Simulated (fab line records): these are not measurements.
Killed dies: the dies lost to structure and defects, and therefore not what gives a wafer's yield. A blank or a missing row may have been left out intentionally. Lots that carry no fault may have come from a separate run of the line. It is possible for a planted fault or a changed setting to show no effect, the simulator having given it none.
fab line records    flow nandHarc
record lots=12  wafers=36  lastDay=24
route steps=1159 shown P_GATE@139 END@1159
lots that met no fault: taken from a fault-free run of the same line
startH: start of the lot's first displayed wafer, in hours after the record's first day    waitH: hours elapsed since this lot's preceding step    " repeats the value in the row above    L1.1+2: a row that stands for several wafers    - either no value or no given start    * or withheld: withheld    < > ~ a bound
route shown NAME@n: a module of which the file shows steps, and the number in the route of the first    usual: average and standard deviation across the fault-free wafers    same: alike in all rows    chamber/n: place in a boat    sites: per-site readings    _std_site: the values' standard deviation    _edge_site: outer sites' mean less inner sites'    radiusMm: how far each site lies from the wafer's centre    mask NAME#n: copy n    behind: the most recent tool/chamber to have shaped the wafer    hold: the reason the lot was held/the length of the hold in hours/how it ended    device: names the non-switching transistor (n, p or np)    end of line: tests run on the same wafers once the route is complete    a step without rows: its recipe alone    killed: at the first sort, the dies lost to defects and structure; wafer yield is something else    map: dies across one wafer; x = killed, . = not, _ = none there
set.NAME: setting as actually run; set.NAME@STEP: the setting as run at that earlier step    model.NAME: the simulator's own value behind a step, which no gauge read
the route's steps for a sample of lots (tables are steps, rows are wafers)
services: when a tool's chamber went out of use (startH, in hours from the record's first day, below 0 if earlier), for how many hours, and the reason
## steps
# step NHARC_P_GATE_PEB_24
# recipe pebTempC=100  pebTimeS=65
lot.wafer   tool           chamber  startH  waitH
L806.1+2+5  lithoTrack-06  0        97.24   0.1
L807.3+4+5  lithoTrack-06  0        104.51  0.0
L808.2+5+6  lithoTrack-01  0        104.66  0.1
L809.1+4+6  lithoTrack-06  0        126.32  0.1
L811.1+3+6  lithoTrack-06  0        132.08  0.1
L813.3+4+6  lithoTrack-01  0        135.85  0.0
L816.2+4+5  lithoTrack-01  0        165.60  0.1
L817.1+2+3  lithoTrack-01  0        165.75  0.1
L818.2+5+6  lithoTrack-01  0        174.40  0.1
L822.1+2+4  lithoTrack-04  0        191.36  0.1
L825.2+4+5  lithoTrack-04  0        215.48  0.1
L827.1+2+3  lithoTrack-06  0        220.83  0.1
# step NHARC_P_GATE_CD_MEAS_26
# recipe targetCdNm=120  landingEnergyEv=500
# usual cdNm=120.0/0.52
lot.wafer  tool      chamber  startH  waitH  hold                     cdNm
L806.1     cdSem-03  0        97.32   -      -                        119.0
L806.2     "         0        "       "      -                        119.9
L806.5     "         0        "       "      -                        119.0
L807.3     cdSem-02  0        104.59  -      -                        120.2
L807.4     "         0        "       "      -                        119.2
L807.5     "         0        "       "      -                        119.8
L808.2     cdSem-02  0        104.74  -      -                        120.3
L808.5     "         0        "       "      -                        119.6
L808.6     "         0        "       "      -                        120.3
L809.1     cdSem-02  0        126.40  -      -                        119.1
L809.4     "         0        "       "      -                        119.7
L809.6     "         0        "       "      -                        119.7
L811.1     cdSem-02  0        132.16  -      -                        120.0
L811.3     "         0        "       "      -                        119.8
L811.6     "         0        "       "      -                        119.8
L813.3     cdSem-01  0        135.93  -      -                        120.2
L813.4     "         0        "       "      -                        119.9
L813.6     "         0        "       "      -                        120.6
L816.2     cdSem-01  0        165.68  -      -                        121.1
L816.4     "         0        "       "      -                        120.5
L816.5     "         0        "       "      -                        121.6
L817.1     cdSem-02  0        165.83  -      awaitDispo/0.2h/release  113.0
L817.2     "         0        "       "      awaitDispo/0.2h/release  113.2
L817.3     "         0        "       "      awaitDispo/0.2h/release  113.4
L817.1     cdSem-02  0        -       -      -                        112.6
L817.2     "         0        "       "      -                        113.4
L817.3     "         0        "       "      -                        113.3
L818.2     cdSem-02  0        174.48  -      awaitDispo/0.2h/release  113.5
L818.5     "         0        "       "      awaitDispo/0.2h/release  114.0
L818.6     "         0        "       "      awaitDispo/0.2h/release  114.1
L818.2     cdSem-02  0        -       -      -                        113.5
L818.5     "         0        "       "      -                        114.2
L818.6     "         0        "       "      -                        113.6
L822.1     cdSem-01  0        191.44  -      -                        119.3
L822.2     "         0        "       "      -                        119.6
L822.4     "         0        "       "      -                        119.6
L825.2     cdSem-01  0        215.56  -      -                        119.8
L825.4     "         0        "       "      -                        120.8
L825.5     "         0        "       "      -                        120.5
L827.1     cdSem-01  0        220.91  -      -                        120.2
L827.2     "         0        "       "      -                        119.6
L827.3     "         0        "       "      -                        120.4
# step NHARC_P_GATE_INSPECT_28
# usual rawDefectCount=5.7/2.7
lot.wafer  tool              chamber  startH  waitH  rawDefectCount
L806.1     defectInspect-02  -        97.44   0.0    9
L806.2     "                 -        "       "      6
L806.5     "                 -        "       "      6
L807.3     defectInspect-01  -        104.71  0.0    11
L807.4     "                 -        "       "      6
L807.5     "                 -        "       "      6
L808.2     defectInspect-02  -        104.88  0.0    0
L808.5     "                 -        "       "      9
L808.6     "                 -        "       "      3
L809.1     defectInspect-02  -        126.53  0.0    13
L809.4     "                 -        "       "      6
L809.6     "                 -        "       "      7
L811.1     defectInspect-01  -        132.29  0.0    6
L811.3     "                 -        "       "      6
L811.6     "                 -        "       "      7
L813.3     defectInspect-01  -        136.05  0.0    7
L813.4     "                 -        "       "      9
L813.6     "                 -        "       "      9
L816.2     defectInspect-02  -        165.80  0.0    8
L816.4     "                 -        "       "      7
L816.5     "                 -        "       "      5
L817.1     defectInspect-01  -        171.01  0.0    2
L817.2     "                 -        "       "      6
L817.3     "                 -        "       "      5
L818.2     defectInspect-01  -        177.84  0.0    3
L818.5     "                 -        "       "      5
L818.6     "                 -        "       "      6
L822.1     defectInspect-02  -        191.57  0.0    9
L822.2     "                 -        "       "      13
L822.4     "                 -        "       "      8
L825.2     defectInspect-01  -        215.69  0.0    7
L825.4     "                 -        "       "      4
L825.5     "                 -        "       "      1
L827.1     defectInspect-02  -        221.04  0.0    7
L827.2     "                 -        "       "      7
L827.3     "                 -        "       "      3
# step NHARC_P_GATE_ETCH_104
# recipe targetDepthA=600  timeS=withheld  cf4FlowSccm=100  chf3FlowSccm=30  arFlowSccm=0  rfW=500  biasW=200  chemistry=CF4/CHF3
# usual cf4FlowSccm=100.0/0.31  drypumpMotorCurrentA=5.79/0.23  oesProductAu=0.947/0.021  rfVppV=370.2/2.1  showerheadPlenumPTorr=1.56/0.06  throttleValvePct=16.804/0.0089
lot.wafer  tool        chamber  startH  waitH  cf4FlowSccm  drypumpMotorCurrentA  oesProductAu  rfVppV  showerheadPlenumPTorr  throttleValvePct
L806.2     rieDiel-07  2        97.59   0.1    99.5         5.84                  0.966         370.8   1.60                   16.797
L806.1     "           3        "       "      100.2        5.55                  0.962         372.0   1.60                   16.813
L806.5     "           3        "       "      99.6         5.55                  0.957         370.1   1.60                   16.795
L807.3     rieDiel-07  3        104.86  0.1    100.2        5.56                  0.944         371.4   1.60                   16.803
L807.4     "           0        "       "      99.3         5.81                  0.933         367.7   1.52                   16.807
L807.5     "           3        "       "      100.0        5.55                  0.937         371.6   1.60                   16.794
L808.2     rieDiel-07  0        105.11  0.1    99.5         5.82                  0.921         368.4   1.52                   16.814
L808.5     "           3        "       "      100.1        5.54                  0.911         372.1   1.60                   16.794
L808.6     "           0        "       "      99.7         5.82                  0.931         368.5   1.52                   16.793
L809.1     rieDiel-07  0        126.68  0.1    100.1        5.87                  0.965         368.4   1.52                   16.810
L809.4     "           1        "       "      99.8         5.86                  0.959         369.3   1.51                   16.819
L809.6     "           1        "       "      99.5         5.87                  0.972         368.5   1.51                   16.809
L811.3     rieDiel-07  2        132.44  0.1    100.1        5.84                  0.923         371.2   1.60                   16.802
L811.1     "           3        "       "      100.3        5.55                  0.921         371.5   1.60                   16.796
L811.6     "           1        "       "      100.0        5.87                  0.938         368.0   1.51                   16.809
L813.3     rieDiel-07  0        136.25  0.1    100.1        5.86                  0.938         369.1   1.52                   16.791
L813.4     "           2        "       "      99.9         5.85                  0.931         371.5   1.60                   16.792
L813.6     "           1        "       "      99.6         5.86                  0.947         368.5   1.51                   16.812
L816.4     rieDiel-07  2        165.95  0.1    100.3        5.82                  0.959         371.6   1.60                   16.804
L816.2     "           3        "       "      100.1        5.54                  0.969         371.2   1.60                   16.806
L816.5     "           2        "       "      100.2        5.83                  0.949         370.4   1.60                   16.791
L817.2     rieDiel-01  3        171.46  0.1    100.4        5.81                  0.944         369.2   1.57                   16.822
L817.3     "           0        "       "      99.9         6.38                  0.949         373.5   1.64                   16.813
L817.1     "           1        "       "      99.9         5.96                  0.955         368.6   1.48                   16.785
L818.2     rieDiel-11  0        178.00  0.1    100.0        5.49                  0.958         374.4   1.66                   16.797
L818.6     "           2        "       "      100.2        5.53                  0.963         367.4   1.46                   16.801
L818.5     "           3        "       "      100.8        5.75                  0.970         368.7   1.50                   16.818
L822.1     rieDiel-07  2        191.71  0.1    100.3        5.82                  0.921         371.1   1.60                   16.800
L822.2     "           0        "       "      100.1        5.86                  0.925         369.8   1.51                   16.804
L822.4     "           1        "       "      100.2        5.88                  0.934         368.8   1.50                   16.799
L825.2     rieDiel-11  3        215.84  0.1    100.1        5.73                  0.958         370.1   1.50                   16.806
L825.4     "           0        "       "      100.0        5.47                  0.968         372.9   1.65                   16.805
L825.5     "           3        "       "      99.6         5.73                  0.952         368.2   1.50                   16.807
L827.3     rieDiel-11  2        221.18  0.1    100.3        5.50                  0.918         373.1   1.70                   16.800
L827.1     "           3        "       "      99.7         5.73                  0.917         367.8   1.50                   16.793
L827.2     "           0        "       "      100.0        5.44                  0.924         372.3   1.65                   16.808
# step NHARC_P_GATE_ETCH_32
# recipe targetDepthA=1500  overEtchFrac=1  overEtchIonEnergyEv=40  timeS=100.1  hbrFlowSccm=150  cl2FlowSccm=50  rfW=400  icpW=400  biasW=100  chemistry=HBr/Cl2
# usual drypumpMotorCurrentA=5.7/0.53  oesProductAu=0.999/0.0081  throttleValvePct=26.405/0.0099
lot.wafer  tool      chamber  startH  waitH  drypumpMotorCurrentA  oesProductAu  rfHoursCounterH  throttleValvePct
L806.2     rieSi-06  2        97.97   -      6.2                   1.003         0.8              26.407
L806.1     "         1        "       "      5.7                   1.011         0.8              26.405
L806.5     "         2        "       "      6.2                   1.005         -                26.415
L807.3     rieSi-01  3        105.40  -      5.0                   1.002         1.0              26.412
L807.5     "         3        "       "      4.9                   1.014         -                26.398
L807.4     "         0        "       "      6.3                   1.008         -                26.412
L808.2     rieSi-01  0        105.64  -      6.3                   0.989         1.0              26.417
L808.6     "         3        "       "      4.9                   0.993         -                26.396
L808.5     "         0        "       "      6.3                   0.990         -                26.402
L809.4     rieSi-04  1        127.06  -      5.5                   1.010         0.1              26.404
L809.1     "         2        "       "      4.9                   1.003         0.1              26.404
L809.6     "         1        "       "      5.5                   1.007         -                26.387
L811.1     rieSi-06  0        132.81  -      5.9                   1.006         0.9              26.405
L811.3     "         3        "       "      6.8                   1.002         1.0              26.403
L811.6     "         1        "       "      5.6                   1.004         -                26.411
L813.4     rieSi-04  2        136.65  -      4.9                   1.010         0.2              26.407
L813.3     "         0        "       "      6.2                   1.007         0.3              26.402
L813.6     "         2        "       "      4.9                   0.999         -                26.397
L816.2     rieSi-01  3        166.32  -      4.9                   0.992         1.6              26.397
L816.4     "         0        "       "      6.3                   0.999         1.5              26.413
L816.5     "         3        "       "      4.9                   0.991         -                26.402
L817.1     rieSi-04  1        171.85  -      5.5                   0.990         0.6              26.412
L817.2     "         1        "       "      5.5                   1.003         -                26.403
L817.3     "         1        "       "      5.5                   1.001         -                26.385
L818.2     rieSi-04  1        178.88  -      5.6                   1.009         -                26.415
L818.5     "         1        "       "      5.6                   1.003         -                26.395
L818.6     "         1        "       "      5.5                   0.987         -                26.395
L822.1     rieSi-06  1        192.22  -      5.6                   0.989         0.0              26.409
L822.4     "         3        "       "      6.8                   0.996         0.0              26.425
L822.2     "         0        "       "      5.9                   0.988         0.0              26.401
L825.4     rieSi-01  3        216.29  -      4.9                   0.990         0.3              26.393
L825.2     "         0        "       "      6.3                   1.008         0.2              26.420
L825.5     "         3        "       "      4.9                   0.979         -                26.393
L827.1     rieSi-06  2        221.56  -      6.1                   0.995         0.3              26.379
L827.2     "         0        "       "      5.9                   0.993         0.2              26.397
L827.3     "         1        "       "      5.7                   0.995         0.3              26.404
# step NHARC_END_SORT_01
# recipe tempC=25
# usual killedAtArray=28/11  killedAtOther=0.8/1.3  killedAtPeriphery=3.6/2.5  killedDies=32/11  killedOpen=3.0/1.8  killedShort=2.0/1.5
# same grossDies=677
lot.wafer  tool       chamber  startH  waitH  killedAtArray  killedAtOther  killedAtPeriphery  killedDies  killedOpen  killedShort
L817.1     prober-02  0        550.02  2.5    37             0              1                  38          2           3
L817.2     prober-02  0        550.83  2.8    33             0              1                  34          1           2
L817.3     prober-02  0        551.64  3.1    26             0              1                  27          2           0
L818.2     prober-02  0        559.00  2.8    15             0              4                  19          2           1
L818.5     prober-02  0        561.39  3.7    32             0              3                  35          5           5
L818.6     prober-02  0        562.19  4.0    22             1              2                  25          3           1
# killed by level:class
L817.1 A_SLIT:chamberFilmFlake=14 A_STAIRCASE:chamberFilmFlake=8 A_CHANNEL_HOLE_D1:chamberFilmFlake=5 A_CONTACT:chamberFilmFlake=4 A_WL_FILL:geometricParticle:short=2 P_M1:geometricParticle:short=1 A_CHANNEL_FILL_D1:geometricParticle:open=1 A_CONTACT:geometricParticle:open=1
L817.2 A_SLIT:chamberFilmFlake=14 A_CONTACT:chamberFilmFlake=6 A_STAIRCASE:chamberFilmFlake=4 A_WL_FILL:chamberFilmFlake=4 A_CHANNEL_HOLE_D1:chamberFilmFlake=3 P_GATE:geometricParticle:open=1 A_WL_FILL:geometricParticle:short=1 A_BLC:geometricParticle:short=1
L817.3 A_SLIT:chamberFilmFlake=16 A_CHANNEL_HOLE_D1:chamberFilmFlake=3 A_CONTACT:chamberFilmFlake=3 A_STAIRCASE:chamberFilmFlake=2 A_ONON_D1:geometricParticle:open=1 A_CONTACT:geometricParticle:open=1 P_BONDPAD:chamberFilmFlake=1
L818.2 A_CHANNEL_HOLE_D1:chamberFilmFlake=9 A_CONTACT:chamberFilmFlake=4 P_CONTACT:geometricParticle:open=1 P_M2:geometricParticle:open=1 A_M0:geometricParticle:short=1 P_ZERO_WELL:chamberFilmFlake=1 P_M2:chamberFilmFlake=1 A_STAIRCASE:chamberFilmFlake=1
L818.5 A_CHANNEL_HOLE_D1:chamberFilmFlake=15 A_CONTACT:chamberFilmFlake=5 A_CHANNEL_FILL_D1:geometricParticle:short=4 A_STAIRCASE:chamberFilmFlake=3 A_M0:geometricParticle:open=2 P_CONTACT:geometricParticle:open=1 P_M0:geometricParticle:open=1 A_CONTACT:geometricParticle:short=1
L818.6 A_CHANNEL_HOLE_D1:chamberFilmFlake=10 A_CONTACT:chamberFilmFlake=7 A_STAIRCASE:chamberFilmFlake=3 P_CONTACT:geometricParticle:open=1 A_CHANNEL_FILL_D1:geometricParticle:open=1 A_M0:geometricParticle:open=1 P_BONDPAD:chamberFilmFlake=1 STARTING-WAFER:geometricParticle:short=1
## services
tool           chamber  startH  hours  kind
rieDiel-07     0        84.70   -      clean
rieDiel-07     1        84.70   -      clean
rieDiel-07     2        84.70   -      clean
rieDiel-07     3        84.70   -      clean
lithoTrack-01  -        93.00   7.0    pm
rieSi-01       1        97.11   37.1   repair
rieSi-04       -        99.00   9.0    pm
rieDiel-11     1        101.57  2.8    repair
rieDiel-01     2        103.92  1.3    repair
rieSi-06       2        105.83  4.6    repair
lithoTrack-06  -        117.00  7.0    pm
rieDiel-01     1        126.44  1.3    repair
rieDiel-07     1        137.77  4.4    repair
rieDiel-01     -        137.83  9.0    pm
lithoTrack-04  -        141.00  7.0    pm
rieSi-04       2        158.81  25.4   repair
rieSi-04       3        161.52  16.7   repair
rieSi-04       0        164.50  12.7   repair
rieDiel-07     2        172.16  5.7    repair
rieDiel-01     0        178.42  4.6    repair
rieSi-06       -        183.00  9.0    pm
rieSi-01       -        185.82  9.0    pm
rieDiel-11     -        189.50  9.0    pm
rieDiel-01     0        200.03  4.9    repair
## key
firstSign step=NHARC_P_GATE_CD_MEAS_26  reading=visit  direction=added
effect step=NHARC_P_GATE_CD_MEAS_26  reading=cdNm  direction=down  sigmas=12  usual=120.0  struck=113.5
metAt NHARC_P_GATE_PEB_24
struckLots L817,L818
testerLeftOut L817,L818
notActingAt NHARC_P_GATE_INSPECT_28,NHARC_P_GATE_ETCH_104,NHARC_P_GATE_ETCH_32
onsetBetween 165.60 165.75
fault kind=processParameterDrift  tool=lithoTrack-01  chamber=-  onsetH=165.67  steps=NHARC_P_GATE_PEB_24  channel=pebTimeS  offset=*  shape=step  endH=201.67  actsIn=*  stated=*
# testerLeftOut: of these lots the tester's yield and bins aren't shown, on N5 and GAA mostly nor the transistor test; their killed dies are dies lost to structure and defects alone, not to doping, threshold or leakage, so they don't give the yield
